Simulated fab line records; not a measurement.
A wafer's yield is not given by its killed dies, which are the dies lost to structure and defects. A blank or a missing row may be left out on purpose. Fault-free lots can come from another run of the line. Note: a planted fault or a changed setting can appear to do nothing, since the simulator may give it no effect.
fab line records	flow nand_harc
[record] lots = 12	wafers = 36	last_day = 33
route steps=1302 shown A_BLC@1123 END@1302
lots that met no fault: from a run of the same line without faults
start_h: the number of hours between the record's first day and the start of the first shown wafer of the lot	wait_h: hours from the lot's prior step to this one	" as in the row above	L1.1+2: several wafers, shown together as one row	- either no value or no given start	* or withheld: withheld	< > ~ a bound
route shown NAME@n: a module of which the file shows steps, and the number in the route of the first	usual: average and standard deviation across the fault-free wafers	same: alike in all rows	chamber/n: place in a boat	sites: each site's reading	_std_site: how widely they spread, as a standard deviation	_edge_site: inner sites' mean taken away from outer sites' mean	radius_mm: how far each site lies from the wafer's centre	mask NAME#n: copy n	behind: the tool/chamber that last shaped the wafer	hold: why the lot was held/for how many hours/how that ended	device: the transistor (n, p or np) that didn't switch	end of line: the route-end tests of the same wafers	for a step that has no rows: nothing shown but its recipe	killed: dies that structure and defects cost at the first sort, which is not the same as the wafer's yield	map: per-die view of a wafer (x killed, . not killed, _ where there is no die)
set.NAME: setting as actually run; set.NAME@STEP: the setting as run at that earlier step	model.NAME: the simulator's own value behind a step, which no gauge read
route steps across a sampled set of lots; one table per step, one row per wafer
services: the hour from which a tool's chamber was out of use, counted from the record's first day as start_h (under 0 if before that day), plus the number of hours and why
[[steps]]
[step NHARC_A_BLC_ETCH_18]
[recipe] target_depth_a = 9100	c4f8_flow_sccm = 20	o2_flow_sccm = 10	ar_flow_sccm = withheld	rf_w = 600	bias_w = 1500	chemistry = C4F8/O2/Ar
[usual] oes_product_au = 0.959/0.025	rf_vpp_V = 982/4.8
lot.wafer	tool	chamber	start_h	wait_h	oes_product_au	rf_hours_counter_h	rf_vpp_V
L631.1	rie_diel-11	1	-	-	0.939	6.4	973
L631.2	"	0	"	"	0.917	7.4	986
L631.6	"	1	"	"	0.940	-	973
L632.4	rie_diel-07	0	-	-	0.959	2.4	986
L632.3	"	2	"	"	0.968	2.4	982
L632.5	"	0	"	"	0.957	-	986
L634.2	rie_diel-07	0	-	-	0.996	3.6	987
L634.5	"	1	"	"	0.971	-	979
L634.6	"	2	"	"	0.967	-	982
L635.2	rie_diel-07	2	-	-	0.958	4.4	981
L635.3	"	3	"	"	0.959	4.0	986
L635.4	"	2	"	"	0.960	-	981
L644.4	rie_diel-11	1	-	-	0.978	4.6	974
L644.3	"	2	"	"	0.962	4.1	986
L644.1	"	3	"	"	0.976	4.0	978
L645.1	rie_diel-07	0	-	-	0.971	1.4	987
L645.5	"	1	"	"	0.978	-	979
L645.6	"	2	"	"	0.996	-	981
L646.1	rie_diel-11	1	-	-	0.988	6.3	971
L646.3	"	2	"	"	0.992	6.1	986
L646.5	"	3	"	"	0.980	-	976
L647.4	rie_diel-11	1	-	-	0.928	8.3	971
L647.5	"	2	"	"	0.936	-	984
L647.6	"	3	"	"	0.932	-	977
L648.3	rie_diel-11	3	-	-	0.978	8.9	977
L648.1	"	1	"	"	0.990	8.8	970
L648.5	"	3	"	"	0.964	-	977
L650.2	rie_diel-07	2	-	-	0.980	2.4	979
L650.3	"	0	"	"	0.988	2.7	986
L650.5	"	3	"	"	0.956	-	986
L649.2	rie_diel-07	0	-	-	0.993	3.2	987
L649.6	"	1	"	"	0.991	-	981
L649.5	"	2	"	"	0.980	-	979
L652.4	rie_diel-07	3	-	-	0.905	3.4	988
L652.1	"	2	"	"	0.936	3.7	980
L652.6	"	3	"	"	0.909	-	987
[step NHARC_A_BLC_STRIP_29]
[recipe] cf4_flow_sccm = 150	ar_flow_sccm = 0	bias_w = 0	chemistry = CF4
[usual] cf4_flow_sccm = 150.0/0.42	drypump_motor_current_A = 5.8/0.38	oes_product_au = 1.005/0.014	rf_vpp_V = 59.7/0.9	showerhead_plenum_p_Torr = 1.82/0.064	throttle_valve_pct = 13.284/0.0091
lot.wafer	tool	chamber	start_h	wait_h	cf4_flow_sccm	drypump_motor_current_A	oes_product_au	rf_hours_counter_h	rf_vpp_V	showerhead_plenum_p_Torr	throttle_valve_pct
L631.2	rie_diel-12	0	518.72	0.1	149.9	6.0	0.994	17	59.4	1.81	13.286
L631.1	"	2	"	"	150.2	5.4	0.992	16	60.1	1.71	13.261
L631.6	"	3	"	"	149.2	5.7	0.994	-	57.5	1.78	13.276
L632.3	rie_diel-11	0	534.58	0.1	150.2	5.9	0.998	9	59.7	1.87	13.283
L632.4	"	3	"	"	150.2	5.7	0.994	9	59.0	1.76	13.265
L632.5	"	1	"	"	150.0	5.1	1.006	-	57.9	1.70	13.263
L634.2	rie_diel-07	3	550.45	0.1	150.7	5.7	1.012	3	60.7	1.88	13.290
L634.5	"	0	"	"	149.7	6.5	1.003	-	60.6	1.88	13.291
L634.6	"	1	"	"	150.3	5.9	0.998	-	58.4	1.79	13.288
L635.3	rie_diel-11	3	561.68	0.1	150.4	5.8	1.001	11	60.7	1.76	13.279
L635.4	"	0	"	"	149.9	5.9	0.987	10	60.3	1.87	13.285
L635.2	"	1	"	"	150.3	5.1	1.013	10	58.4	1.70	13.298
L644.4	rie_diel-07	3	657.46	0.1	149.3	5.7	0.975	0	60.5	1.88	13.279
L644.3	"	0	"	"	150.3	6.5	1.024	0	59.9	1.88	13.277
L644.1	"	1	"	"	149.9	5.9	1.005	0	60.0	1.79	13.289
L645.1	rie_diel-07	0	693.42	0.1	150.0	6.5	1.019	1	60.0	1.87	13.275
L645.6	"	3	"	"	149.0	5.7	0.978	-	59.8	1.88	13.292
L645.5	"	0	"	"	149.9	6.5	1.011	-	60.7	1.87	13.298
L646.1	rie_diel-07	0	695.07	0.1	150.4	6.5	1.013	1	60.1	1.87	13.270
L646.3	"	1	"	"	149.4	5.9	0.999	2	60.9	1.79	13.291
L646.5	"	3	"	"	150.9	5.7	0.982	-	58.9	1.88	13.285
L647.4	rie_diel-11	0	707.09	0.1	149.5	5.9	0.986	8	59.7	1.87	13.267
L647.5	"	3	"	"	150.8	5.7	1.018	-	60.5	1.75	13.291
L647.6	"	0	"	"	149.9	5.9	0.980	-	60.0	1.87	13.285
L648.3	rie_diel-07	3	710.40	0.1	150.1	5.7	0.985	2	60.6	1.88	13.287
L648.1	"	1	"	"	150.2	6.0	1.010	2	60.0	1.79	13.275
L648.5	"	2	"	"	150.5	5.5	1.021	-	61.0	1.80	13.294
L650.2	rie_diel-07	2	713.20	0.1	150.2	5.4	1.022	2	59.7	1.80	13.285
L650.3	"	1	"	"	150.2	5.9	1.014	3	60.0	1.79	13.285
L650.5	"	2	"	"	149.6	5.4	1.035	-	60.3	1.80	13.270
L649.2	rie_diel-07	0	716.44	0.1	150.2	6.5	1.013	3	59.2	1.87	13.293
L649.6	"	3	"	"	150.9	5.6	0.991	-	59.6	1.88	13.266
L649.5	"	0	"	"	149.6	6.5	1.019	-	61.3	1.87	13.271
L652.4	rie_diel-07	0	732.62	0.1	149.5	6.5	1.029	4	59.3	1.87	13.281
L652.1	"	1	"	"	151.0	5.9	1.012	4	60.0	1.79	13.273
L652.6	"	0	"	"	149.6	6.5	1.021	-	60.1	1.87	13.301
[step NHARC_A_BLC_PVD_32]
[recipe] target_thk_a = 50	chamber_pressure_pa = 5	power_w = 5000	substrate_temp_c = 200	time_s = 17.7	material = Ti
[usual] throttle_valve_pct = 29.8/0.74
lot.wafer	tool	chamber	start_h	wait_h	throttle_valve_pct
L631.1	pvd_sputter-02	-	-	-	30.4
L631.2	"	-	"	"	30.7
L631.6	"	-	"	"	30.4
L632.3	pvd_sputter-02	-	-	-	30.9
L632.4	"	-	"	"	30.9
L632.5	"	-	"	"	30.7
L634.2	pvd_sputter-03	-	-	-	30.4
L634.6	"	-	"	"	30.4
L634.5	"	-	"	"	30.0
L635.2	pvd_sputter-01	-	-	-	28.0
L635.4	"	-	"	"	29.7
L635.3	"	-	"	"	29.4
L644.4	pvd_sputter-03	-	-	-	30.6
L644.3	"	-	"	"	30.0
L644.1	"	-	"	"	31.2
L645.1	pvd_sputter-01	-	-	-	29.1
L645.6	"	-	"	"	30.4
L645.5	"	-	"	"	29.2
L646.1	pvd_sputter-03	-	-	-	30.0
L646.3	"	-	"	"	30.8
L646.5	"	-	"	"	29.9
L647.4	pvd_sputter-02	-	-	-	29.7
L647.6	"	-	"	"	29.7
L647.5	"	-	"	"	29.7
L648.1	pvd_sputter-01	-	-	-	30.0
L648.3	"	-	"	"	29.2
L648.5	"	-	"	"	28.9
L650.3	pvd_sputter-01	-	-	-	29.0
L650.2	"	-	"	"	30.4
L650.5	"	-	"	"	28.8
L649.2	pvd_sputter-01	-	-	-	28.8
L649.5	"	-	"	"	30.1
L649.6	"	-	"	"	29.1
L652.1	pvd_sputter-01	-	-	-	30.2
L652.4	"	-	"	"	29.3
L652.6	"	-	"	"	30.3
[step NHARC_A_BLC_ALD_23]
[recipe] target_thk_a = 30	pulse_time_s = 1	ald_cycles = 150	temp_c = 450	material = TiN
[usual] ald_cycles = 150/0	heater_power_w = 1082/81	precursor_pulse_height_rel = 1.001/0.018
lot.wafer	tool	chamber	start_h	wait_h	ald_cycles	heater_power_w	precursor_pulse_height_rel
L631.2	ald_metal-03	1	519.49	-	150	1088	1.016
L631.1	"	3	"	"	150	1033	0.978
L631.6	"	1	"	"	150	1093	1.006
L632.3	ald_metal-03	1	535.42	-	150	1098	0.996
L632.4	"	3	"	"	150	1019	1.003
L632.5	"	1	"	"	150	1111	1.001
L634.2	ald_metal-03	0	551.18	-	150	1074	1.011
L634.5	"	0	"	"	74	1093	0.989
L634.6	"	1	"	"	150	1091	1.019
L635.3	ald_metal-03	2	562.47	-	74	1124	1.010
L635.4	"	3	"	"	150	1012	0.974
L635.2	"	0	"	"	150	1100	1.023
L644.3	ald_metal-03	3	658.26	-	150	962	1.005
L644.1	"	0	"	"	150	1127	1.011
L644.4	"	3	"	"	150	971	0.995
L645.1	ald_metal-01	3	694.24	-	150	1247	1.026
L645.6	"	0	"	"	150	953	1.004
L645.5	"	1	"	"	150	967	0.987
L646.1	ald_metal-03	2	695.86	-	150	1155	1.036
L646.3	"	3	"	"	150	963	0.987
L646.5	"	0	"	"	150	1132	0.973
L647.4	ald_metal-03	0	708.01	-	150	1169	0.979
L647.6	"	1	"	"	150	1150	1.032
L647.5	"	2	"	"	150	1121	1.018
L648.3	ald_metal-03	0	711.20	-	150	1130	1.010
L648.1	"	1	"	"	150	1132	0.970
L648.5	"	3	"	"	150	970	0.952
L650.3	ald_metal-02	3	714.01	-	150	1105	0.993
L650.2	"	0	"	"	150	1123	1.001
L650.5	"	2	"	"	150	964	1.007
L649.2	ald_metal-01	1	717.28	-	150	999	0.990
L649.6	"	3	"	"	150	1167	0.986
L649.5	"	1	"	"	150	1025	1.048
L652.1	ald_metal-03	3	733.43	-	150	995	0.990
L652.4	"	0	"	"	150	1143	0.981
L652.6	"	3	"	"	150	974	0.978
[step NHARC_END_SORT_01]
[recipe] temp_c = 25
[usual] killed_at_array = 63/27	killed_at_other = 0.7/1.2	killed_at_periphery = 3.1/2	killed_dies = 67/28	killed_open = 3.0/1.9	killed_short = 2.2/1.5
[same] gross_dies = 677
lot.wafer	tool	chamber	start_h	wait_h	killed_at_array	killed_at_other	killed_at_periphery	killed_dies	killed_open	killed_short
L634.2	prober-01	0	590.55	2.8	108	0	3	111	3	4
L634.5	prober-01	0	592.93	3.7	676	0	1	677	1	3
L634.6	prober-01	0	593.72	4.0	101	0	0	101	0	1
L635.2	prober-01	0	606.35	2.8	103	2	5	110	2	3
L635.3	prober-01	0	607.15	3.1	667	0	10	677	3	2
L635.4	prober-01	0	607.95	3.4	83	3	8	94	0	0
// killed by level:class
L634.2 A_CHANNEL_HOLE_D1:chamber_film_flake=37 A_CHANNEL_HOLE_D2:chamber_film_flake=32 A_SLIT:chamber_film_flake=25 A_CONTACT:chamber_film_flake=3 A_ZERO_WELL:chamber_film_flake=2 P_M0:geometric_particle:short=1 P_M2:geometric_particle:open=1 A_ONON_D2:geometric_particle:short=1
L634.5 A_BLC:area_ald=573 A_CHANNEL_HOLE_D2:chamber_film_flake=43 A_CHANNEL_HOLE_D1:chamber_film_flake=27 A_SLIT:chamber_film_flake=23 A_CONTACT:chamber_film_flake=4 A_STAIRCASE:chamber_film_flake=2 P_M0:geometric_particle:short=1 A_ONON_D1:geometric_particle:short=1
L634.6 A_CHANNEL_HOLE_D1:chamber_film_flake=33 A_CHANNEL_HOLE_D2:chamber_film_flake=31 A_SLIT:chamber_film_flake=31 A_ZERO_WELL:chamber_film_flake=2 A_ONON_D2:geometric_particle:short=1 A_DECK1_JOINT:chamber_film_flake=1 A_CHANNEL_FILL_D2:chamber_film_flake=1 A_CONTACT:chamber_film_flake=1
L635.2 A_CHANNEL_HOLE_D2:chamber_film_flake=35 A_SLIT:chamber_film_flake=29 A_CHANNEL_HOLE_D1:chamber_film_flake=28 P_GATE:chamber_film_flake=4 A_STAIRCASE:chamber_film_flake=3 A_ZERO_WELL:chamber_film_flake=2 THIN_TSV:chamber_film_flake=2 P_GATE:geometric_particle:short=1
L635.3 A_BLC:area_ald=575 A_CHANNEL_HOLE_D1:chamber_film_flake=31 A_SLIT:chamber_film_flake=29 A_CHANNEL_HOLE_D2:chamber_film_flake=20 P_GATE:chamber_film_flake=6 A_CONTACT:chamber_film_flake=5 A_STAIRCASE:chamber_film_flake=3 P_CONTACT:geometric_particle:open=2
L635.4 A_SLIT:chamber_film_flake=29 A_CHANNEL_HOLE_D2:chamber_film_flake=24 A_CHANNEL_HOLE_D1:chamber_film_flake=23 P_GATE:chamber_film_flake=3 P_STI:chamber_film_flake=3 A_STAIRCASE:chamber_film_flake=3 THIN_TSV:chamber_film_flake=3 P_ZERO_WELL:chamber_film_flake=2
[[services]]
tool	chamber	start_h	hours	kind
pvd_sputter-02	-	500.99	3.1	repair
pvd_sputter-02	-	509.15	2.1	repair
rie_diel-11	2	512.38	2.8	repair
pvd_sputter-03	-	526.00	10.0	pm
pvd_sputter-02	-	528.03	5.3	repair
rie_diel-07	-	553.94	0.2	repair
rie_diel-07	0	556.27	7.9	repair
pvd_sputter-03	-	570.01	1.0	repair
pvd_sputter-01	-	582.00	10.0	pm
ald_metal-03	-	585.10	10.0	pm
rie_diel-11	3	601.21	6.4	repair
rie_diel-07	0	603.09	6.5	repair
rie_diel-11	-	609.50	9.0	pm
rie_diel-07	3	617.93	2.6	repair
pvd_sputter-02	-	638.05	10.0	pm
rie_diel-07	-	648.39	9.0	pm
ald_metal-03	2	655.23	27.8	repair
pvd_sputter-02	-	671.34	3.6	repair
ald_metal-03	-	680.21	1.8	repair
pvd_sputter-03	-	680.47	1.1	repair
rie_diel-07	-	684.23	1.0	repair
rie_diel-07	3	700.45	2.8	repair
pvd_sputter-03	-	704.00	10.0	pm
pvd_sputter-03	-	725.80	8.4	repair
[[key]]
[first_sign] step = NHARC_A_BLC_ALD_23	reading = ald_cycles	direction = down	sigmas = 99+	usual = 150	struck = 74
[effect] step = NHARC_END_SORT_01	reading = killed_at_array	direction = up	sigmas = 22	usual = 63	struck = 672
[more_kills_born_at] NHARC_A_BLC_ALD_23@ald_metal-03 = 1148
met_at NHARC_A_BLC_ALD_23
struck_lots L634,L635
struck_wafers L634.5,L635.3
later_rows_left_out L634.5,L635.3
tester_left_out L634,L635
not_acting_at NHARC_A_BLC_ETCH_18,NHARC_A_BLC_STRIP_29,NHARC_A_BLC_PVD_32
onset_between 535.42 551.18
[fault] kind = process_parameter_drift	tool = ald_metal-03	chamber = -	onset_h = 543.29	steps = NHARC_A_BLC_ALD_23	channel = ald_cycles	offset = -76	shape = step	end_h = 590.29	scope = struck_wafers_only	acts_in = these_recipes_only	stated = 150
// tester_left_out: of these lots the tester's yield and bins aren't shown, on N5 and GAA mostly nor the transistor test; their killed dies are dies lost to structure and defects alone, not to doping, threshold or leakage, so they don't give the yield
// later_rows_left_out: the simulator's readings of these wafers behind a module that went badly wrong aren't trusted and aren't shown, but for the sort
